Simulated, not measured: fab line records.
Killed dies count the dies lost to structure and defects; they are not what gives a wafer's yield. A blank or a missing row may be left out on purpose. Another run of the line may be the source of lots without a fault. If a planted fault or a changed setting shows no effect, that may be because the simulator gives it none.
Matching of chambers -- flow n5Finfet -- 4 sister chambers for N5_BEOL_M4_ALD_84 on aldMetal-01
The step deposits TaN, pulse time 2 s, purge time 3 s, co reactant purge time 2 s. 8 wafers are shown with their chamber, then 12 later ones without.

WAFERS WITH THEIR CHAMBER
wafer,chamber,heaterPowerW (W)
L083.3,3,433
L085.4,1,367
L089.2,2,431
L089.3,3,425
L089.5,2,436
L090.4,0,355
L090.5,1,357
L090.6,0,347

WAFERS WITHOUT THEIR CHAMBER
wafer,heaterPowerW (W)
L094.1,353
L094.2,420
L094.6,430
L093.1,429
L093.2,357
L093.6,360
L096.1,444
L096.2,359
L096.4,430
L097.1,369
L097.2,358
L097.4,440

WHICH CHAMBER EACH ONE RAN IN
wafer,from the rows above,in truth
L094.1,can't be placed: 0 or 1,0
L094.2,can't be placed: 3 or 2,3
L094.6,can't be placed: 3 or 2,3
L093.1,can't be placed: 3 or 2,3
L093.2,can't be placed: 1 or 0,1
L093.6,can't be placed: 1 or 0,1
L096.1,can't be placed: 2 or 3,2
L096.2,can't be placed: 1 or 0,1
L096.4,can't be placed: 3 or 2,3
L097.1,can't be placed: 1 or 0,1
L097.2,can't be placed: 1 or 0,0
L097.4,can't be placed: 2 or 3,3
Placed correctly: 0 of 12. From these rows, 12 cannot be placed; in 12 the true chamber is one of the candidates. Placed wrongly: 0.
How it was worked out, from the rows above alone: a wafer's distance from a chamber is the root of the sum, over the readings, of the square of ((its reading less the chamber's mean) divided by the reading's scatter). The wafer belongs to the nearest chamber; if the next one is less than 2 further off, it can't be placed. The mean given for a chamber averages the wafers shown for that chamber. The scatter is the square root of a quotient: the sum, over the shown wafers, of each reading's squared deviation from its chamber's mean, divided by wafers minus chambers.
